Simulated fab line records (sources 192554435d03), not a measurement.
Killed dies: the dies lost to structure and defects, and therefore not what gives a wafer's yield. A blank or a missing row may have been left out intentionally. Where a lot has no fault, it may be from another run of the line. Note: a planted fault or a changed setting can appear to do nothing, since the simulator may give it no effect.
fab line records	flow n5Finfet	part 1 of 2: steps 1 to 19 of 29
record lots=5	wafers=15	lastDay=16
route steps=1938 shown BEOL_M11@1561
lots that met no fault: from a run of the same line without faults
startH: the number of hours between the record's first day and the start of the first shown wafer of the lot	waitH: how many hours have passed since the lot's step before this one	" repeats the value in the row above	L1.1+2: a single row standing in for several wafers	- value missing, or start not given	* or withheld: withheld	< > ~ a bound
route shown NAME@n: NAME is a module with steps in the file, n the number in the route of the first one	usual: the fault-free wafers' mean and standard deviation	same: alike in all rows	chamber/n: place in a boat	sites: each site's reading	_std_site: how widely they spread, as a standard deviation	_edge_site: mean of outer sites minus mean of inner sites	radiusMm: how far each site lies from the wafer's centre	mask NAME#n: copy n	behind: the tool/chamber that last shaped the wafer	hold: what put the lot on hold/how long, in hours/how the hold closed	device: the n, p or np transistor that did not switch	end of line: the same wafers' tests at the end of the route	where a step has no rows: the recipe by itself	killed: dies that structure and defects cost at the first sort, which is not the same as the wafer's yield	map: a wafer's dies, x killed, . not, _ none there
set.NAME: the setting as run; set.NAME@STEP: as run at that earlier step	model.NAME: the simulator's own value behind a step, which no gauge read
certain route steps with their lots: each step a table, each wafer a row
services: a tool's chamber out of use, with start hour (startH, from the record's first day; less than 0 if before it), hours out, and reason
## steps
# step N5_BEOL_M11_COAT_64
# recipe resist=SiARC	tempC=220	timeS=60	spinRpm=1500	resistThkNm=30
lot.wafer	tool	chamber	startH	waitH
L074.1+2+6	lithoTrack-03	0	-	-
L077.1+2+4	lithoTrack-04	0	-	-
L083.1+3+4	lithoTrack-04	0	-	-
L086.2+4+6	lithoTrack-04	0	-	-
L089.2+3+6	lithoTrack-03	0	-	-
# step N5_BEOL_M11_COAT_22
# recipe resist=CAR-ArF	spinRpm=1500	resistThkNm=90
lot.wafer	tool	chamber	startH	waitH
L074.1+2+6	lithoTrack-03	0	-	-
L077.1+2+4	lithoTrack-04	0	-	-
L083.1+3+4	lithoTrack-04	0	-	-
L086.2+4+6	lithoTrack-04	0	-	-
L089.2+3+6	lithoTrack-03	0	-	-
# step N5_BEOL_M11_EBR_24
# recipe solvent=PGMEA	ebrWidthMm=1.5
lot.wafer	tool	chamber	startH	waitH
L074.1+2+6	lithoTrack-03	0	-	-
L077.1+2+4	lithoTrack-04	0	-	-
L083.1+3+4	lithoTrack-04	0	-	-
L086.2+4+6	lithoTrack-04	0	-	-
L089.2+3+6	lithoTrack-03	0	-	-
# step N5_BEOL_M11_SOFTBAKE_23
# recipe tempC=110	timeS=60	resist=CAR-ArF
lot.wafer	tool	chamber	startH	waitH
L074.1+2+6	lithoTrack-03	0	-	-
L077.1+2+4	lithoTrack-04	0	-	-
L083.1+3+4	lithoTrack-04	0	-	-
L086.2+4+6	lithoTrack-04	0	-	-
L089.2+3+6	lithoTrack-03	0	-	-
# step N5_BEOL_M11_EXPOSE_25
# recipe maskId=V10	na=1.35	sourceShape=annular	sigmaInner=0.5	sigmaOuter=0.8	polarization=unpolarized	doseMj=85.5
# usual exposureDoseMJCm2=86.1/0.62
# same na=1.35	sigmaOuter=0.8
lot.wafer	tool	chamber	startH	waitH	mask	exposureDoseMJCm2
L074.1	arfiScanner-02	0	224.85	-	V10#0	85.9
L074.2	"	0	"	"	V10#0	85.9
L074.6	"	0	"	"	V10#0	85.8
L077.1	arfiScanner-03	0	270.16	-	V10#0	87.1
L077.2	"	0	"	"	V10#0	87.0
L077.4	"	0	"	"	V10#0	87.0
L083.1	arfiScanner-01	0	272.53	-	V10#0	85.6
L083.3	"	0	"	"	V10#0	85.7
L083.4	"	0	"	"	V10#0	85.5
L086.2	arfiScanner-02	0	312.84	-	V10#0	86.0
L086.4	"	0	"	"	V10#0	85.9
L086.6	"	0	"	"	V10#0	85.8
L089.2	arfiScanner-03	0	332.54	-	V10#0	87.0
L089.3	"	0	"	"	V10#0	87.0
L089.6	"	0	"	"	V10#0	86.9
# step N5_BEOL_M11_PEB_26
# recipe pebTempC=withheld	pebTimeS=60	resist=CAR-ArF
lot.wafer	tool	chamber	startH	waitH
L074.1+2+6	lithoTrack-04	0	224.91	0.1
L077.1+2+4	lithoTrack-03	0	270.22	0.1
L083.1+3+4	lithoTrack-02	0	272.59	0.1
L086.2+4+6	lithoTrack-04	0	312.90	0.1
L089.2+3+6	lithoTrack-02	0	332.60	0.1
# step N5_BEOL_M11_DEVELOP_27
# recipe developTimeS=30	developer=TMAH	resist=CAR-ArF	rinseLiquid=diw	dry=airSpin	devTempC=23
lot.wafer	tool	chamber	startH	waitH
L074.1+2+6	lithoTrack-04	0	-	-
L077.1+2+4	lithoTrack-03	0	-	-
L083.1+3+4	lithoTrack-02	0	-	-
L086.2+4+6	lithoTrack-04	0	-	-
L089.2+3+6	lithoTrack-02	0	-	-
# step N5_BEOL_M11_CD_MEAS_28
# recipe targetCdNm=70	landingEnergyEv=500	detector=seInlens	polarity=opening
# usual cdNm=70.6/1.1
lot.wafer	tool	chamber	startH	waitH	cdNm
L074.1	cdSem-02	0	224.98	-	70.3
L074.2	"	0	"	"	70.4
L074.6	"	0	"	"	69.5
L077.1	cdSem-02	0	270.29	-	71.9
L077.2	"	0	"	"	71.9
L077.4	"	0	"	"	71.5
L083.1	cdSem-02	0	272.66	-	70.8
L083.3	"	0	"	"	70.6
L083.4	"	0	"	"	71.4
L086.2	cdSem-02	0	312.97	-	68.4
L086.4	"	0	"	"	69.7
L086.6	"	0	"	"	69.7
L089.2	cdSem-03	0	332.67	-	71.5
L089.3	"	0	"	"	70.3
L089.6	"	0	"	"	70.0
# step N5_BEOL_M11_OVL_MEAS_29
# recipe pointsPerWafer=44
# usual V10_OVL=0.1/0.68
lot.wafer	tool	chamber	startH	waitH	V10_OVL[nm]
L074.1	overlay-02	0	225.01	0.0	1.1
L074.2	"	0	"	"	-0.5
L074.6	"	0	"	"	0.4
L077.1	overlay-02	0	270.32	0.0	0.6
L077.2	"	0	"	"	0.3
L077.4	"	0	"	"	-0.5
L083.1	overlay-02	0	272.69	0.0	-0.1
L083.3	"	0	"	"	-0.6
L083.4	"	0	"	"	-1.1
L086.2	overlay-01	0	313.00	0.0	0.7
L086.4	"	0	"	"	0.4
L086.6	"	0	"	"	0.5
L089.2	overlay-02	0	332.70	0.0	-0.1
L089.3	"	0	"	"	-0.7
L089.6	"	0	"	"	-0.1
# step N5_BEOL_M11_INSPECT_30
# recipe mode=adi	inspectInstrument=brightfield
# usual rawDefectCount=410/100
lot.wafer	tool	chamber	startH	waitH	rawDefectCount
L074.1	defectInspect-01	-	225.03	0.0	346
L074.2	"	-	"	"	230
L074.6	"	-	"	"	339
L077.1	defectInspect-01	-	270.35	0.0	327
L077.2	"	-	"	"	288
L077.4	"	-	"	"	387
L083.1	defectInspect-01	-	272.71	0.0	382
L083.3	"	-	"	"	505
L083.4	"	-	"	"	370
L086.2	defectInspect-02	-	313.06	0.1	310
L086.4	"	-	"	"	293
L086.6	"	-	"	"	218
L089.2	defectInspect-02	-	332.72	0.0	491
L089.3	"	-	"	"	541
L089.6	"	-	"	"	481
# step N5_BEOL_M11_DESCUM_33
# recipe chemistry=O2	timeS=7.9	sourcePowerW=50	biasPowerW=20	pressureMtorr=20	rfFrequencyHz=2.712e+07	tempC=40	resist=CAR-ArF	o2FlowSccm=225
# usual biasPowerW=20.00/0.058	drypumpMotorCurrentA=5.9/0.42	oesProductAu=0.76/0.081	rfVppV=243.5/1.3	showerheadPlenumPTorr=2.12/0.083	throttleValvePct=20.41/0.21
lot.wafer	tool	chamber	startH	waitH	biasPowerW	drypumpMotorCurrentA	oesProductAu	rfHoursCounterH	rfVppV	showerheadPlenumPTorr	throttleValvePct
L074.1	rieDiel-01	1	225.36	0.3	20.02	6.3	0.77	165	245.2	2.19	20.12
L074.2	"	2	"	"	20.01	6.4	0.72	185	241.5	1.99	20.24
L074.6	"	3	"	"	20.00	5.7	0.71	-	243.5	2.16	20.37
L077.1	rieDiel-05	2	270.38	0.0	20.05	5.6	0.96	9	243.1	2.15	20.36
L077.2	"	0	"	"	19.95	5.5	0.73	164	241.0	2.00	20.68
L077.4	"	1	"	"	20.03	6.1	0.70	248	241.3	1.96	20.05
L083.1	rieDiel-01	2	272.75	0.0	19.94	6.4	0.71	202	242.8	1.98	20.25
L083.3	"	0	"	"	20.00	5.5	0.79	99	245.8	2.21	20.60
L083.4	"	3	"	"	20.11	5.7	0.70	225	244.6	2.15	20.39
L086.2	rieDiel-06	3	313.10	0.0	19.94	6.3	0.76	129	243.4	2.10	20.49
L086.4	"	0	"	"	19.93	4.9	0.93	18	245.8	2.24	20.69
L086.6	"	2	"	"	19.97	6.4	0.69	-	243.4	2.08	20.53
L089.2	rieDiel-05	3	334.87	2.1	20.05	5.8	0.68	240	243.7	2.15	20.63
L089.3	"	0	"	"	20.01	5.5	0.71	189	243.3	1.99	20.72
L089.6	"	1	"	"	19.97	6.1	0.95	-	245.0	2.22	19.78
# step N5_BEOL_M11_ETCH_65
# recipe chemistry=CF4	target=SiARC	targetDepthA=390	maskMaterial=CAR-ArF	timeS=65	ionEnergyEv=80	pressureMtorr=40	sourceW=545	biasW=36	Ar_flow_sccm=100	cf4FlowSccm=100	ends=cleared
# usual biasW=36.01/0.11	drypumpMotorCurrentA=5.9/0.42	etchRfOnTimeS=65.3/1.4	oesProductAu=0.65/0.067	rfVppV=184.4/1.1	showerheadPlenumPTorr=2.17/0.076	throttleValvePct=15.60/0.2
lot.wafer	tool	chamber	startH	waitH	biasW	drypumpMotorCurrentA	etchRfOnTimeS	oesProductAu	rfHoursCounterH	rfVppV	showerheadPlenumPTorr	throttleValvePct
L074.1	rieDiel-01	1	225.40	0.0	36.12	6.3	63.3	0.67	165	185.1	2.22	15.24
L074.2	"	2	"	"	36.01	6.4	66.4	0.61	185	182.3	2.05	15.50
L074.6	"	3	"	"	35.99	5.7	66.6	0.60	-	185.1	2.21	15.59
L077.1	rieDiel-05	2	270.41	0.0	35.89	5.6	64.4	0.80	9	182.9	2.18	15.33
L077.2	"	0	"	"	36.04	5.5	66.2	0.61	164	184.1	2.05	15.86
L077.4	"	1	"	"	36.22	6.1	65.6	0.58	248	181.7	2.04	15.53
L083.1	rieDiel-01	2	272.78	0.0	35.94	6.3	65.3	0.61	202	182.3	2.04	15.57
L083.3	"	0	"	"	35.90	5.5	63.9	0.68	99	185.6	2.26	15.74
L083.4	"	3	"	"	36.16	5.8	66.1	0.60	225	184.6	2.20	15.62
L086.2	rieDiel-06	3	313.14	0.0	36.08	6.3	65.6	0.64	129	183.9	2.16	15.72
L086.4	"	0	"	"	36.32	4.9	65.1	0.77	18	187.1	2.28	15.75
L086.6	"	2	"	"	36.07	6.4	68.4	0.58	-	183.9	2.12	15.65
L089.2	rieDiel-05	3	334.90	0.0	35.88	5.8	67.5	0.58	240	185.0	2.21	15.93
L089.3	"	0	"	"	35.94	5.5	66.2	0.61	189	182.6	2.05	15.91
L089.6	"	1	"	"	36.15	6.1	63.8	0.80	-	185.3	2.29	15.06
# step N5_BEOL_M11_ETCH_66
# recipe chemistry=N2/H2	target=SOC	targetDepthA=1200	overetchA=240	maskMaterial=SiARC	tempC=40	timeS=180	ionEnergyEv=200	pressureMtorr=30	sourceW=840	biasW=150	n2FlowSccm=200	h2FlowSccm=200
# usual biasW=150.0/0.5	drypumpMotorCurrentA=5.9/0.42	oesProductAu=0.62/0.059	rfVppV=524.6/2.7	showerheadPlenumPTorr=2.57/0.093	throttleValvePct=17.78/0.22
lot.wafer	tool	chamber	startH	waitH	biasW	drypumpMotorCurrentA	oesProductAu	rfHoursCounterH	rfVppV	showerheadPlenumPTorr	throttleValvePct
L074.1	rieDiel-01	1	225.45	0.0	149.8	6.3	0.62	165	528.0	2.64	17.36
L074.2	"	2	"	"	150.6	6.4	0.59	186	520.8	2.43	17.68
L074.6	"	3	"	"	149.6	5.8	0.58	-	527.3	2.63	17.88
L077.1	rieDiel-05	2	270.46	0.0	150.2	5.6	0.76	9	526.3	2.60	17.61
L077.2	"	0	"	"	150.6	5.5	0.59	164	520.6	2.43	18.11
L077.4	"	1	"	"	150.3	6.1	0.56	248	519.7	2.40	17.56
L083.1	rieDiel-01	2	272.83	0.0	150.3	6.4	0.58	202	520.8	2.42	17.70
L083.3	"	0	"	"	150.3	5.5	0.64	99	528.6	2.68	17.89
L083.4	"	3	"	"	150.3	5.7	0.57	225	525.4	2.62	17.89
L086.2	rieDiel-06	3	313.19	0.0	150.1	6.3	0.60	129	524.1	2.57	18.04
L086.4	"	0	"	"	150.2	4.9	0.72	18	526.8	2.69	17.85
L086.6	"	2	"	"	150.8	6.4	0.56	-	521.8	2.49	17.77
L089.2	rieDiel-05	3	334.95	0.0	150.9	5.8	0.56	240	524.5	2.62	18.11
L089.3	"	0	"	"	150.8	5.5	0.58	189	522.7	2.42	18.14
L089.6	"	1	"	"	150.8	6.1	0.76	-	528.8	2.72	17.17
# step N5_BEOL_M11_STRIP_69
# recipe chemistry=N2/H2	tempC=40	n2FlowSccm=200	h2FlowSccm=200	rfFrequencyHz=6e+07
lot.wafer	tool	chamber	startH	waitH
L074.1+2+6	rieDiel-01	1,2,3	225.56	0.1
L077.1+2+4	rieDiel-05	2,0,1	270.58	0.1
L083.1+3+4	rieDiel-01	2,0,3	272.95	0.1
L086.2+4+6	rieDiel-06	3,0,2	313.30	0.1
L089.2+3+6	rieDiel-05	3,0,1	335.07	0.1
# step N5_BEOL_M11_VIA_ETCH_34
# recipe chemistry=C4F6/O2	target=SiCOH_lowk	targetDepthA=1845	maskMaterial=SOC	taperDeg=4	timeS=69.2	ionEnergyEv=250	pressureMtorr=30	sourceW=345	biasW=185	Ar_flow_sccm=300	C4F6_flow_sccm=10	O2_flow_sccm=10
# usual C4F6_flow_sccm=9.998/0.026	O2_flow_sccm=10.00/0.031	biasW=185.0/0.52	drypumpMotorCurrentA=5.9/0.42	oesProductAu=0.76/0.079	rfVppV=666/11	showerheadPlenumPTorr=2.88/0.1	throttleValvePct=20.89/0.21
lot.wafer	tool	chamber	startH	waitH	C4F6_flow_sccm	O2_flow_sccm	biasW	drypumpMotorCurrentA	oesProductAu	rfHoursCounterH	rfVppV	showerheadPlenumPTorr	throttleValvePct
L074.1	rieDiel-01	1	225.57	0.0	9.952	9.98	185.6	6.3	0.77	165	686	2.96	20.52
L074.2	"	2	"	"	10.015	9.97	185.9	6.4	0.72	186	650	2.72	20.74
L074.6	"	3	"	"	10.003	10.03	184.7	5.7	0.71	-	660	2.94	20.86
L077.1	rieDiel-05	2	270.59	0.0	9.994	10.00	184.9	5.6	0.95	9	683	2.90	20.71
L077.2	"	0	"	"	10.019	9.94	184.5	5.5	0.72	164	681	2.72	21.15
L077.4	"	1	"	"	9.993	10.01	185.2	6.1	0.68	248	656	2.70	20.66
L083.1	rieDiel-01	2	272.96	0.0	10.021	10.02	185.7	6.4	0.71	202	649	2.71	20.78
L083.3	"	0	"	"	9.977	10.00	185.3	5.5	0.79	99	661	2.99	21.06
L083.4	"	3	"	"	9.972	9.99	185.1	5.7	0.70	225	658	2.93	20.91
L086.2	rieDiel-06	3	313.31	0.0	10.024	9.99	185.3	6.3	0.76	129	659	2.86	21.00
L086.4	"	0	"	"	10.026	10.00	184.6	4.9	0.91	18	667	3.03	21.15
L086.6	"	2	"	"	9.981	9.96	185.6	6.3	0.68	-	666	2.81	20.86
L089.2	rieDiel-05	3	335.08	0.0	10.015	9.94	184.7	5.8	0.68	240	664	2.94	21.22
L089.3	"	0	"	"	10.015	9.96	185.3	5.5	0.70	189	681	2.71	21.20
L089.6	"	1	"	"	10.003	9.96	184.7	6.1	0.94	-	668	3.04	20.37
# step N5_BEOL_M11_STRIP_73
# recipe chemistry=C4F6/O2	resist=SiARC	rfFrequencyHz=6e+07
lot.wafer	tool	chamber	startH	waitH
L074.1+2+6	rieDiel-01	1,2,3	225.63	0.0
L077.1+2+4	rieDiel-05	2,0,1	270.64	0.0
L083.1+3+4	rieDiel-01	2,0,3	273.01	0.0
L086.2+4+6	rieDiel-06	3,0,2	313.36	0.0
L089.2+3+6	rieDiel-05	3,0,1	335.13	0.0
# step N5_BEOL_M11_STRIP_36
# recipe chemistry=N2/H2	powerW=450	tempC=40	pressureMtorr=20	rfFrequencyHz=6e+07	overashFraction=0.3	biasPowerW=7	h2Frac=0.5	n2FlowSccm=200	h2FlowSccm=200
# usual biasPowerW=6.999/0.021	drypumpMotorCurrentA=5.9/0.42	oesProductAu=0.76/0.081	rfVppV=59.1/2	showerheadPlenumPTorr=2.57/0.093	throttleValvePct=23.6/0.31
lot.wafer	tool	chamber	startH	waitH	biasPowerW	drypumpMotorCurrentA	oesProductAu	rfHoursCounterH	rfVppV	showerheadPlenumPTorr	throttleValvePct
L074.1	rieDiel-01	1	225.64	0.0	6.974	6.3	0.77	165	59.3	2.64	22.9
L074.2	"	2	"	"	7.029	6.4	0.74	186	56.8	2.43	23.3
L074.6	"	3	"	"	7.012	5.8	0.71	-	57.8	2.62	23.7
L077.1	rieDiel-05	2	270.65	0.0	6.973	5.6	0.95	9	58.5	2.59	23.5
L077.2	"	0	"	"	6.969	5.6	0.74	164	59.6	2.42	24.0
L077.4	"	1	"	"	7.032	6.1	0.69	248	58.6	2.40	23.1
L083.1	rieDiel-01	2	273.02	0.0	6.982	6.3	0.71	202	59.7	2.42	23.4
L083.3	"	0	"	"	7.001	5.5	0.78	99	57.6	2.67	23.7
L083.4	"	3	"	"	6.975	5.7	0.71	225	61.2	2.61	23.7
L086.2	rieDiel-06	3	313.37	0.0	7.004	6.3	0.76	129	59.7	2.56	24.0
L086.4	"	0	"	"	6.982	4.9	0.93	18	61.1	2.68	23.6
L086.6	"	2	"	"	6.993	6.3	0.69	-	59.8	2.49	23.5
L089.2	rieDiel-05	3	335.14	0.0	6.986	5.8	0.69	240	56.7	2.61	23.9
L089.3	"	0	"	"	7.029	5.5	0.70	189	59.1	2.41	24.0
L089.6	"	1	"	"	7.015	6.1	0.96	-	61.5	2.71	22.9
# step N5_BEOL_M11_TRENCH_ETCH_37
# recipe chemistry=C4F6/O2	targetDepthA=1488.3	target=SiCOH_lowk	timeS=48	ionEnergyEv=250	pressureMtorr=30	sourceW=345	biasW=185	Ar_flow_sccm=300	C4F6_flow_sccm=10	O2_flow_sccm=10
# usual C4F6_flow_sccm=10.001/0.027	O2_flow_sccm=10.00/0.031	biasW=185.0/0.55	drypumpMotorCurrentA=5.9/0.42	oesProductAu=0.76/0.078	rfVppV=666/11	showerheadPlenumPTorr=2.88/0.1	throttleValvePct=20.91/0.21
lot.wafer	tool	chamber	startH	waitH	C4F6_flow_sccm	O2_flow_sccm	biasW	drypumpMotorCurrentA	oesProductAu	rfHoursCounterH	rfVppV	showerheadPlenumPTorr	throttleValvePct
L074.1	rieDiel-01	1	-	-	9.991	9.97	184.7	6.3	0.78	165	684	2.96	20.56
L074.2	"	2	"	"	10.003	10.04	185.4	6.4	0.72	186	649	2.72	20.78
L074.6	"	3	"	"	9.979	9.98	185.0	5.7	0.70	-	660	2.94	20.88
L077.1	rieDiel-05	2	-	-	9.984	9.96	185.1	5.6	0.95	9	682	2.90	20.72
L077.2	"	0	"	"	10.020	9.95	184.9	5.5	0.73	164	680	2.73	21.18
L077.4	"	1	"	"	10.010	9.98	184.6	6.1	0.68	248	657	2.70	20.70
L083.1	rieDiel-01	2	-	-	10.010	10.02	185.2	6.3	0.71	202	649	2.71	20.79
L083.3	"	0	"	"	10.004	10.09	185.2	5.5	0.80	99	660	2.99	21.09
L083.4	"	3	"	"	9.968	10.04	184.5	5.8	0.70	225	661	2.93	20.91
L086.2	rieDiel-06	3	-	-	10.012	10.01	185.0	6.3	0.75	129	659	2.86	21.02
L086.4	"	0	"	"	9.931	9.95	186.2	4.9	0.91	19	669	3.03	21.17
L086.6	"	2	"	"	10.015	10.03	185.1	6.4	0.68	-	668	2.81	20.88
L089.2	rieDiel-05	3	-	-	9.972	10.02	185.2	5.8	0.68	240	664	2.94	21.24
L089.3	"	0	"	"	10.026	9.96	185.2	5.6	0.71	189	679	2.71	21.23
L089.6	"	1	"	"	10.056	10.02	185.2	6.1	0.94	-	668	3.04	20.39
# step N5_BEOL_M11_ETCH_41
# recipe chemistry=CH3F/O2	target=SiCN	targetDepthA=426	taperDeg=2	timeS=86	ionEnergyEv=120	maskMaterial=TiN	pressureMtorr=30	sourceW=395	biasW=75	Ar_flow_sccm=150	CH3F_flow_sccm=30	O2_flow_sccm=20
# usual O2_flow_sccm=20.00/0.059	biasW=75.03/0.21	drypumpMotorCurrentA=5.9/0.42	oesProductAu=0.76/0.079	rfVppV=297.8/1.7	showerheadPlenumPTorr=2.03/0.076	throttleValvePct=16.32/0.18
lot.wafer	tool	chamber	startH	waitH	O2_flow_sccm	biasW	drypumpMotorCurrentA	oesProductAu	rfHoursCounterH	rfVppV	showerheadPlenumPTorr	throttleValvePct
L074.1	rieDiel-01	1	-	-	20.07	75.31	6.3	0.77	165	298.9	2.09	16.00
L074.2	"	2	"	"	20.07	74.95	6.4	0.73	186	296.4	1.91	16.23
L074.6	"	3	"	"	20.06	75.18	5.7	0.71	-	299.9	2.06	16.31
L077.1	rieDiel-05	2	-	-	20.11	74.54	5.6	0.96	9	296.4	2.04	16.09
L077.2	"	0	"	"	19.96	74.89	5.5	0.73	164	295.2	1.91	16.55
L077.4	"	1	"	"	19.92	74.70	6.1	0.68	248	296.2	1.89	16.18
L083.1	rieDiel-01	2	-	-	20.07	75.13	6.3	0.71	202	297.3	1.90	16.26
L083.3	"	0	"	"	20.08	75.09	5.4	0.80	99	299.6	2.11	16.41
L083.4	"	3	"	"	19.98	74.89	5.7	0.70	225	299.1	2.06	16.32
L086.2	rieDiel-06	3	-	-	20.04	74.91	6.3	0.75	129	297.8	2.01	16.37
L086.4	"	0	"	"	20.04	75.18	4.9	0.90	19	298.9	2.14	16.49
L086.6	"	2	"	"	20.00	75.22	6.3	0.69	-	297.0	1.98	16.34
L089.2	rieDiel-05	3	-	-	20.05	74.62	5.8	0.68	240	296.7	2.07	16.64
L089.3	"	0	"	"	20.05	74.87	5.6	0.71	189	294.0	1.90	16.60
L089.6	"	1	"	"	20.01	74.80	6.1	0.94	-	300.2	2.14	15.75
